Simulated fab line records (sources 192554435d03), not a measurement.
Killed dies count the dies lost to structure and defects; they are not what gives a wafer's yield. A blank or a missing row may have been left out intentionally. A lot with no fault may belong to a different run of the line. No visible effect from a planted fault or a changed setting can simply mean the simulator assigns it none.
A struck lot beside a sound one -- flow n5_finfet -- 18 steps out of a route of 1938
Sound: wafers L983.3, L983.5, L983.6. Struck: wafer L998.4 (left out: L998.5, a lot-mate that was not struck); the cause follows at the end.
For every step that has rows: the tool of each side, followed by ch and its chambers, followed by its first start. Under that, the readings that differ: sound wafers -- struck wafers -- difference of the means -- sigmas: that difference in standard deviations of wafers without a fault.
alike: a reading whose means differ by less than 2 such deviations, as well as words and numbers matching on both sides. not compared: withheld readings; readings where some wafer has no value; bounds like >300 that might hide an equal value; numbers whose values overlap and for which the record gives no deviation.
The two part at a step that has a row with sigmas, a row that says differs or no value, or rows on one side only. Numbers that don't overlap but have no deviation are shown without sigmas and don't part them. A reading that every wafer of one side lacks parts them only if that side has two wafers or more.

first, 1 step without rows for these wafers: N5_MIM_TOP_LITHO_HARDBAKE_09 (time 120 s).
N5_MIM_TOP_LITHO_CD_MEAS_08: the cd target is 2000 nm.
  sound on cd_sem-03 ch 0, day 11 11:41; struck on cd_sem-01 ch 0, day 15 20:05
  alike: cd_nm
N5_MIM_TOP_LITHO_OVL_MEAS_11:
  sound on overlay-02 ch 0, day 11 11:43; struck on overlay-01 ch 0, day 15 20:06
reading,sound,struck,difference,sigmas
MIM_TOP_OVL (nm),-8 -7 -11,7,+16,+3
N5_MIM_TOP_LITHO_INSPECT_12: inspects for defects (macro).
  sound: defect_inspect-02 at day 11 11:44; struck: defect_inspect-01 at day 15 20:08
  alike: raw_defect_count
N5_MIM_TOP_LITHO_DESCUM_10: chemistry O2, time 7.9 s.
  sound on rie_diel-04 ch 0,1,2, day 11 11:58; struck on rie_diel-04 ch 1, day 15 20:10
  alike: drypump_motor_current_A, oes_product_au, rf_vpp_V, showerhead_plenum_p_Torr, throttle_valve_pct
  not compared: rf_hours_counter_h
N5_MIM_TOP_ETCH_ETCH_00: etches TiN in Cl2/BCl3, target depth 38.5 nm.
  sound on rie_metal-03 ch 0,1, day 11 12:06; struck on rie_metal-03 ch 0, day 15 20:17
  alike: drypump_motor_current_A, oes_product_au, throttle_valve_pct
  not compared: rf_hours_counter_h
N5_MIM_TOP_ETCH_STRIP_01: strips in O2.
  sound on rie_diel-01 ch 1,2, day 11 12:23; struck on rie_diel-02 ch 2, day 15 20:23
reading,sound,struck,difference,sigmas
throttle_valve_pct (%),16.74 16.98 16.72,16.11,-0.70,-3
  alike: drypump_motor_current_A, oes_product_au, rf_vpp_V, showerhead_plenum_p_Torr
  not compared: rf_hours_counter_h
N5_MIM_TOP_ETCH_PECVD_03: deposits SiNx from SiH4/NH3/N2, target thk 20 nm, time 17.6 s.
  sound on pecvd-02 ch 0,1,2, day 11 12:26; struck on pecvd-03 ch 0, day 15 20:28
  alike: heater_power_w, showerhead_plenum_p_Torr, throttle_valve_pct
then, 4 steps without rows for these wafers: N5_MIM_BOT_LITHO_HMDS_01 (time 60 s); N5_MIM_BOT_LITHO_COAT_02; N5_MIM_BOT_LITHO_EBR_04; N5_MIM_BOT_LITHO_SOFTBAKE_03 (time 90 s).
N5_MIM_BOT_LITHO_EXPOSE_05: exposes mask MIM BOT.
  sound on krf_scanner-02 ch 0, day 11 12:38; struck on krf_scanner-01 ch 0, day 15 20:39
reading,sound,struck,difference,sigmas
stage_vel_mm_s (mm/s),499.55 500.05 499.98,500.44,+0.58,+2
  alike: mask, focus_offset_nm
then, 3 steps without rows for these wafers: N5_MIM_BOT_LITHO_PEB_06; N5_MIM_BOT_LITHO_DEVELOP_07 (develop time 60 s); N5_MIM_BOT_LITHO_HARDBAKE_09 (time 120 s).
N5_MIM_BOT_LITHO_CD_MEAS_08: the cd target is 3000 nm.
  sound on cd_sem-03 ch 0, day 11 12:48; struck on cd_sem-01 ch 0, day 15 20:49
reading,sound,struck,difference,sigmas
cd_nm (nm),2996.5 2997.8 3003.3,3050.3,+51.1,+22
N5_MIM_BOT_LITHO_OVL_MEAS_11:
  sound on overlay-01 ch 0, day 11 12:50; struck on overlay-01 ch 0, day 15 20:50
  alike: MIM_BOT_OVL

WHERE THEY PART
First at N5_MIM_TOP_LITHO_OVL_MEAS_11; last, within this record, at N5_MIM_BOT_LITHO_CD_MEAS_08. Later steps at which nothing parts them and some readings are alike: N5_MIM_BOT_LITHO_OVL_MEAS_11.

WHY: what had been put in by the simulator
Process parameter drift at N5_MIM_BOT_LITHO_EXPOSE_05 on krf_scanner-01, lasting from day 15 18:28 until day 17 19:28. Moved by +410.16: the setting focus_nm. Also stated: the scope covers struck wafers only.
